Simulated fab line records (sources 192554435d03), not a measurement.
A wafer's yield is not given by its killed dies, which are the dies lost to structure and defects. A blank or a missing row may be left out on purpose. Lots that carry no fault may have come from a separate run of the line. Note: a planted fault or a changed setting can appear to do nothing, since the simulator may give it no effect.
fab line records	flow n5-finfet
record: lots: 11	wafers: 31	last-day: 18
route steps=1938 shown GATE_CUT@498 MIM_BOT_LITHO@1863 MIM_BOT_ETCH@1868 PAD_METAL@1893 PASSIVATION@1936
lots untouched by any fault: they come from a run of this same line in which no faults occurred
start-h: start of the lot's first displayed wafer, in hours after the record's first day	wait-h: hours elapsed since this lot's preceding step	" identical to the entry in the row above	L1.1+2: one row covering several wafers at once	- no value, or no start given	* or withheld: withheld	< > ~ a bound
route shown NAME@n: names a module that has steps shown in the file, with the first one's number in the route	usual: mean and standard deviation over wafers with no fault	same: alike in all rows	chamber/n: place in a boat	sites: each site's reading	_std_site: standard deviation across them	_edge_site: mean of outer sites minus mean of inner sites	radius-mm: how far each site lies from the wafer's centre	mask NAME#n: copy n	behind: tool/chamber where the wafer was last shaped	hold: what put the lot on hold/how long, in hours/how the hold closed	device: whichever transistor did not switch (one of n, p or np)	end of line: the same wafers' tests at the end of the route	step lacking rows: just its recipe	killed: dies that structure and defects cost at the first sort, which is not the same as the wafer's yield	map: shows each die of a wafer: x if killed, . if not, _ if none is there
set.NAME: the setting as run; set.NAME@STEP: as run at that earlier step	model.NAME: the simulator's own value behind a step, which no gauge read
the route's steps for a sample of lots (tables are steps, rows are wafers)
services: from which hour (start-h, from the record's first day; less than 0 if before it) a tool's chamber was out of use, for how many hours, and why
== steps ==
step: N5_GATE_CUT_STRIP_42
recipe: chemistry: O2	power-w: 400	temp-c: 40	pressure-mtorr: 30	rf-frequency-hz: 6e+07	bias-power-w: 0	overash-fraction: 0.3	o2-flow-sccm: 225
usual: drypump-motor-current-A: 5.8/0.44	oes-product-au: 0.73/0.041	rf-vpp-V: 3.6/0.49	showerhead-plenum-p-Torr: 2.14/0.058	throttle-valve-pct: 16.78/0.16
lot.wafer	tool	chamber	start-h	wait-h	drypump-motor-current-A	oes-product-au	rf-hours-counter-h	rf-vpp-V	showerhead-plenum-p-Torr	throttle-valve-pct
L779.1	rie-diel-03	1	83.74	0.0	6.4	0.69	215	3.5	2.16	16.81
L779.2	"	0	"	"	5.9	0.74	156	2.6	2.17	16.58
L779.5	"	0	"	"	5.9	0.74	-	3.9	2.17	16.59
L781.1	rie-diel-03	3	93.40	0.0	5.9	0.71	191	3.5	2.17	16.97
L781.2	"	1	"	"	6.4	0.69	217	3.4	2.16	16.81
L781.3	"	0	"	"	5.9	0.74	158	3.8	2.17	16.59
L782.3	rie-diel-06	2	100.70	0.0	6.7	0.82	109	3.6	2.04	16.69
L782.4	"	1	"	"	5.7	0.70	179	3.4	2.19	16.57
L782.5	"	1	"	"	5.7	0.71	-	4.7	2.19	16.58
L783.1	rie-diel-03	1	110.15	0.0	6.4	0.68	223	4.1	2.15	16.83
L783.3	"	2	"	"	5.7	0.80	80	3.5	2.15	16.93
L783.4	"	1	"	"	6.4	0.69	-	3.2	2.15	16.82
L784.2	rie-diel-03	3	115.38	0.0	5.8	0.70	198	4.5	2.16	16.99
L784.3	"	0	"	"	5.9	0.73	164	4.2	2.17	16.60
L784.4	"	1	"	"	6.4	0.68	226	3.7	2.15	16.84
L791.3	rie-diel-03	0	160.37	0.0	5.9	0.72	181	3.5	2.16	16.61
L791.4	"	0	"	"	5.9	0.72	-	3.4	2.16	16.61
L791.5	"	2	"	"	5.6	0.78	-	3.6	2.14	16.97
L792.3	rie-diel-03	3	165.15	0.0	5.9	0.69	217	3.9	2.16	17.03
L792.4	"	3	"	"	5.9	0.68	-	3.5	2.16	17.02
L792.5	"	0	"	"	5.9	0.72	-	3.6	2.16	16.64
L796.3	rie-diel-06	3	185.94	0.0	5.2	0.74	205	4.0	2.00	16.82
L796.6	"	0	"	"	5.7	0.71	-	2.6	2.20	16.75
L799.2	rie-diel-06	0	204.00	0.0	5.7	0.69	204	3.9	2.20	16.76
L799.3	"	3	"	"	5.2	0.73	210	4.6	2.00	16.83
L799.4	"	2	"	"	6.7	0.77	140	3.5	2.03	16.74
L801.1	rie-diel-05	3	217.41	0.0	6.0	0.65	234	3.2	2.07	16.85
L801.3	"	0	"	"	5.3	0.75	166	3.4	2.17	16.44
L802.2	rie-diel-06	1	222.90	0.0	5.7	0.69	215	3.4	2.18	16.63
L802.4	"	2	"	"	6.7	0.78	145	3.0	2.02	16.75
L802.5	"	3	"	"	5.2	0.74	-	3.8	2.00	16.84
step: N5_MIM_BOT_LITHO_OVL_MEAS_11
recipe: points-per-wafer: 44
usual: MIM_BOT_OVL: 2/5.2
same: points-per-wafer: 44
lot.wafer	tool	chamber	start-h	wait-h	MIM_BOT_OVL[nm]
L779.1	overlay-01	0	257.86	0.0	10
L779.2	"	0	"	"	7
L779.5	"	0	"	"	12
L781.1	overlay-01	0	270.66	0.0	-4
L781.2	"	0	"	"	4
L781.3	"	0	"	"	-2
L782.3	overlay-02	0	274.57	0.0	-2
L782.4	"	0	"	"	-1
L782.5	"	0	"	"	9
L783.1	overlay-01	0	289.55	0.0	9
L783.3	"	0	"	"	5
L783.4	"	0	"	"	1
L784.2	overlay-01	0	290.30	0.0	2
L784.3	"	0	"	"	4
L784.4	"	0	"	"	10
L791.3	overlay-02	0	342.94	0.0	3
L791.4	"	0	"	"	6
L791.5	"	0	"	"	4
L792.3	overlay-01	0	352.97	0.0	0
L792.4	"	0	"	"	1
L792.5	"	0	"	"	3
L796.3	overlay-01	0	375.34	0.0	2
L796.6	"	0	"	"	-2
L799.2	overlay-01	0	392.71	0.0	0
L799.3	"	0	"	"	10
L799.4	"	0	"	"	8
L801.1	overlay-01	0	411.55	0.0	0
L801.3	"	0	"	"	-6
L802.2	overlay-02	0	422.85	0.0	3
L802.4	"	0	"	"	1
L802.5	"	0	"	"	4
step: N5_MIM_BOT_ETCH_ETCH_00
recipe: chemistry: Cl2/BCl3	target: TiN	target-depth-a: 455	ion-energy-ev: 150	pressure-mtorr: 10	icp-w: 1000	bias-w: 126	Cl2_flow_sccm: 53.25	bcl3-flow-sccm: 21.75	Ar_flow_sccm: 25
usual: drypump-motor-current-A: 5.4/0.35	oes-product-au: 0.78/0.11	throttle-valve-pct: 21.9/0.31
lot.wafer	tool	chamber	start-h	wait-h	drypump-motor-current-A	oes-product-au	rf-hours-counter-h	throttle-valve-pct
L779.1	rie-metal-01	0	258.16	0.1	5.9	0.65	93	22.3
L779.2	"	1	"	"	5.3	0.82	31	21.7
L779.5	"	0	"	"	5.9	0.65	-	22.3
L781.1	rie-metal-01	1	272.31	0.1	5.3	0.82	32	21.7
L781.2	"	0	"	"	5.9	0.65	94	22.3
L781.3	"	0	"	"	5.9	0.66	-	22.3
L782.3	rie-metal-01	1	276.05	0.1	5.3	0.81	-	21.8
L782.4	"	0	"	"	5.9	0.65	-	22.3
L782.5	"	0	"	"	5.9	0.64	-	22.3
L783.1	rie-metal-02	1	289.85	0.1	5.0	0.80	33	22.2
L783.3	"	0	"	"	5.4	0.62	-	22.0
L783.4	"	1	"	"	4.9	0.81	-	22.2
L784.2	rie-metal-02	1	290.71	0.1	5.0	0.80	33	22.2
L784.3	"	1	"	"	5.0	0.80	-	22.2
L784.4	"	0	"	"	5.4	0.63	-	22.0
L791.3	rie-metal-02	1	343.32	0.1	5.0	0.80	-	22.2
L791.4	"	0	"	"	5.4	0.62	-	22.0
L791.5	"	1	"	"	5.0	0.79	-	22.2
L792.3	rie-metal-03	0	353.32	0.1	5.6	0.91	-	22.0
L792.4	"	1	"	"	6.0	0.74	-	21.4
L792.5	"	1	"	"	6.0	0.74	-	21.4
L796.3	rie-metal-01	1	376.14	0.1	5.3	0.79	-	21.8
L796.6	"	0	"	"	5.9	1.00	-	21.7
L799.2	rie-metal-02	1	393.01	0.1	5.0	0.78	43	22.2
L799.3	"	0	"	"	5.4	0.93	-	21.4
L799.4	"	1	"	"	5.0	0.78	-	22.2
L801.1	rie-metal-02	1	411.85	0.1	5.0	0.77	44	22.2
L801.3	"	1	"	"	5.0	0.77	-	22.2
L802.2	rie-metal-02	1	423.17	0.1	4.9	0.77	46	22.2
L802.4	"	1	"	"	5.0	0.77	-	22.2
L802.5	"	0	"	"	5.3	0.90	-	21.4
step: N5_PASSIVATION_DEGAS_18
recipe: ambient: vacuum	temp-c: 300	time-s: 60
usual: heater-power-w: 465/53
same: time-s: 60
lot.wafer	tool	chamber	start-h	wait-h	heater-power-w
L779.1	pvd-sputter-03	-	260.50	0.4	459
L779.2	"	-	"	"	564
L779.5	"	-	"	"	448
L781.1	pvd-sputter-03	-	274.09	0.0	348
L781.2	"	-	"	"	461
L781.3	"	-	"	"	577
L782.3	pvd-sputter-03	-	278.96	0.5	462
L782.4	"	-	"	"	581
L782.5	"	-	"	"	565
L784.2	pvd-sputter-01	-	293.81	0.3	413
L784.3	"	-	"	"	450
L784.4	"	-	"	"	426
L783.1	pvd-sputter-01	-	294.79	0.7	452
L783.3	"	-	"	"	432
L783.4	"	-	"	"	409
L791.3	pvd-sputter-02	-	346.74	0.3	454
L791.4	"	-	"	"	505
L791.5	"	-	"	"	504
L792.3	pvd-sputter-03	-	355.52	0.4	345
L792.4	"	-	"	"	451
L792.5	"	-	"	"	468
L796.3	pvd-sputter-01	-	381.13	0.3	445
L796.6	"	-	"	"	419
L799.2	pvd-sputter-01	-	396.31	0.3	439
L799.3	"	-	"	"	534
L799.4	"	-	"	"	415
L801.1	pvd-sputter-01	-	413.84	0.3	416
L801.3	"	-	"	"	452
L802.2	pvd-sputter-03	-	425.10	0.1	464
L802.4	"	-	"	"	351
L802.5	"	-	"	"	467
step: N5_PASSIVATION_PROBE_49
usual: defect-limited-yield: 91.5/1.5	killed_at_M0_to_M3: 32/10	killed_at_M4_up: 13/4.9	killed-at-contacts: 13/6.1	killed-at-front-end: 38/11	killed-at-other: 3/3.2	killed-dies: 101/18	killed-open: 66/13	killed-short: 32/8.3	sort_bin_4_leakage: 0.00/0.018	sort_bin_5_function: 5.0/1	sort_bin_6_memory: 3.2/0.74	sort_bin_8_speed: 0.1/1.1	sort-n-pass: 1078/22	sort-yield-pct: 91.3/1.9
same: gross-dies: 1180	killed-at-back-side: 0
lot.wafer	tool	chamber	start-h	wait-h	defect-limited-yield[%]	killed_at_M0_to_M3	killed_at_M4_up	killed-at-contacts	killed-at-front-end	killed-at-other	killed-dies	killed-open	killed-short	sort_bin_4_leakage[%]	sort_bin_5_function[%]	sort_bin_6_memory[%]	sort_bin_8_speed[%]	sort-n-pass	sort-yield-pct[%]
L791.3	prober-02	-	352.82	0.1	79.9	29	12	24	166	6	237	68	30	0	11.7	4.7	0	943	79.9
L791.4	prober-02	-	352.87	0.2	81.7	24	18	19	152	3	216	68	33	0	11.1	4.8	0	964	81.7
L791.5	prober-02	-	352.92	0.2	83.1	37	8	14	135	6	200	86	30	0	9.6	4.4	0	980	83.1
L792.3	prober-02	-	361.25	0.1	81.4	29	12	24	150	5	220	72	24	0	11.4	4.5	0	960	81.4
L792.4	prober-02	-	361.30	0.2	80.9	48	15	14	145	3	225	69	33	0	11.4	5.2	0	955	80.9
L792.5	prober-02	-	361.35	0.2	80.9	41	14	13	154	3	225	65	26	0	11.4	4.9	0	955	80.9
killed by level:class
L791.3 GATE_CUT:unspecified=119 HKMG_FIN:area-etch=18 MOL_CONTACT_COAG:geometric-particle:open=16 BEOL_M1:geometric-particle:open=10 MOL_CONTACT_COAG:geometric-particle:short=6 BEOL_M4:geometric-particle:open=6 FIN_SAQP:geometric-particle:open=5 BEOL_M2:geometric-particle:open=5
L791.4 GATE_CUT:unspecified=114 MOL_CONTACT_COAG:geometric-particle:open=16 GATE_CUT:geometric-particle:short=8 BEOL_M3:geometric-particle:open=8 FIN_SAQP:geometric-particle:open=6 BEOL_M0_SAQP:geometric-particle:open=5 STI_FIN_REVEAL:geometric-particle:open=4 GATE_CUT:geometric-particle:open=4
L791.5 GATE_CUT:unspecified=67 STI_FIN_REVEAL:geometric-particle:open=16 MOL_CONTACT_COAG:geometric-particle:open=13 HKMG_FIN:area-etch=12 BEOL_M2:geometric-particle:open=9 BEOL_M3:geometric-particle:open=9 DUMMY_GATE:geometric-particle:open=7 ILD0:geometric-particle:short=6
L792.3 GATE_CUT:unspecified=123 MOL_CONTACT_COAG:geometric-particle:open=18 STI_FIN_REVEAL:geometric-particle:open=13 BEOL_M0_SAQP:geometric-particle:open=8 BEOL_M4:geometric-particle:open=7 MOL_CONTACT_COAG:geometric-particle:short=6 BEOL_M0_SAQP:geometric-particle:short=6 FIN_SAQP:geometric-particle:open=4
L792.4 GATE_CUT:unspecified=122 BEOL_M0_SAQP:geometric-particle:open=20 BEOL_M0_SAQP:geometric-particle:short=14 MOL_CONTACT_COAG:geometric-particle:open=11 BEOL_M5:geometric-particle:open=6 BEOL_M1:geometric-particle:open=5 BEOL_M4:geometric-particle:open=4 STARTING-WAFER:geometric-particle:open=4
L792.5 GATE_CUT:unspecified=131 MOL_CONTACT_COAG:geometric-particle:open=12 BEOL_M0_SAQP:geometric-particle:open=12 STI_FIN_REVEAL:geometric-particle:open=8 BEOL_M0:geometric-particle:open=6 BEOL_M2:geometric-particle:open=5 FIN_SAQP:geometric-particle:short=4 BEOL_M0_SAQP:geometric-particle:short=4
== services ==
tool	chamber	start-h	hours	kind
rie-metal-02	-	67.43	4.0	pm
rie-metal-01	-	73.86	2.8	pm
rie-metal-02	-	75.03	0.2	repair
rie-metal-01	0	80.59	20.1	repair
rie-metal-03	-	84.72	2.8	pm
rie-metal-02	-	107.56	2.8	pm
rie-diel-03	0	109.28	3.0	repair
rie-diel-06	0	119.35	10.0	repair
pvd-sputter-03	-	121.47	2.2	repair
rie-diel-05	0	124.31	6.9	repair
rie-diel-03	1	127.54	46.7	repair
rie-diel-05	3	136.41	7.8	repair
rie-metal-01	-	143.73	22.0	repair
pvd-sputter-02	-	174.82	1.6	repair
rie-diel-06	-	182.23	2.8	pm
rie-metal-01	1	183.54	40.6	repair
rie-metal-01	1	224.29	8.2	repair
rie-diel-03	-	242.73	14.6	pm
rie-metal-01	-	246.65	1.1	repair
rie-metal-01	1	289.45	1.2	repair
rie-diel-06	1	329.32	4.8	repair
rie-metal-03	-	337.92	0.1	repair
rie-diel-03	3	352.59	6.3	repair
pvd-sputter-01	-	400.57	5.2	repair
== key ==
first-sign: step: N5_PASSIVATION_PROBE_49	reading: killed-at-front-end	direction: up	sigmas: 9.7	usual: 38	struck: 150
effect: step: N5_PASSIVATION_PROBE_49	reading: defect-limited-yield	direction: down	sigmas: 6.7	usual: 91.5	struck: 81.3
more-kills-born-at: N5_GATE_CUT_STRIP_42@rie-diel-03: 676
met-at N5_GATE_CUT_STRIP_42
struck-lots L791,L792
baseline-loss: step: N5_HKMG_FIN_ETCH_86	wafers: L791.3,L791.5
not-acting-at N5_MIM_BOT_LITHO_OVL_MEAS_11,N5_MIM_BOT_ETCH_ETCH_00,N5_PASSIVATION_DEGAS_18
onset-between 115.38 160.37
fault: kind: chamber-particle-source	tool: rie-diel-03	chamber: -	onset-h: 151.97	steps: N5_GATE_CUT_STRIP_42	rate-per-visit-cm2: 0.87402	end-h: 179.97
baseline-loss: these wafers lose ten dies or more at that step, a loss of the line's own and not of a fault; the sort's usual values leave them out
